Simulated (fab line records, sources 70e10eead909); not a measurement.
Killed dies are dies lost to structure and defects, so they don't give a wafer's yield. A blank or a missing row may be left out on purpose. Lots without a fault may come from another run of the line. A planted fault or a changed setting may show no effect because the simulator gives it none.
Chamber matching | flow nand_harc | NHARC_P_M0_PRE_CLEAN_31 on pecvd-03: 3 sister chambers
The step time 12 s. 14 wafers are shown with their chamber, then 7 later ones without.

WAFERS WITH THEIR CHAMBER
wafer  | chamber | heater_power_w (W) | heater_power_outer_w (W)
L083.2 | 0       | 554                | 291
L083.4 | 2       | 809                | 463
L083.5 | 1       | 800                | 478
L086.1 | 0       | 600                | 320
L086.2 | 1       | 804                | 474
L086.6 | 0       | 586                | 321
L087.2 | 2       | 818                | 484
L087.3 | 0       | 575                | 307
L087.5 | 2       | 826                | 476
L090.1 | 0       | 615                | 332
L090.2 | 2       | 806                | 461
L090.5 | 2       | 790                | 458
L094.1 | 2       | 813                | 467
L094.2 | 0       | 600                | 317

SIGNATURES (means of the wafers above)
reading              | chamber 0 | chamber 1 | chamber 2 | scatter within a chamber
heater_power_w       | 588.33    | 802.00    | 810.33    | 16.8
heater_power_outer_w | 314.67    | 476.00    | 468.17    | 11.7
Rule: a wafer's distance from a chamber is the root of the sum, over the readings, of the square of ((its reading less the chamber's mean) divided by the reading's scatter). The wafer belongs to the nearest chamber; if the next one is less than 2 further off, it can't be placed. The scatter: the root of (the sum of the squares of (reading less its chamber's mean) over the shown wafers, divided by (wafers less chambers)).

WAFERS WITHOUT THEIR CHAMBER
wafer  | heater_power_w (W) | heater_power_outer_w (W)
L094.3 | 794                | 480
L096.1 | 771                | 477
L096.2 | 529                | 278
L096.4 | 768                | 411
L097.2 | 542                | 275
L097.3 | 751                | 445
L097.5 | 758                | 438

WHICH CHAMBER EACH WENT THROUGH
wafer  | from the rows above     | in truth
L094.3 | can't be placed: 1 or 2 | 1
L096.1 | can't be placed: 1 or 2 | 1
L096.2 | 0                       | 0
L096.4 | can't be placed: 2 or 1 | 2
L097.2 | 0                       | 0
L097.3 | can't be placed: 1 or 2 | 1
L097.5 | can't be placed: 2 or 1 | 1
Placed correctly: 2 of 7. Can't be placed from these rows: 5 (the true chamber is among the candidates in 5). Placed wrongly: 0.
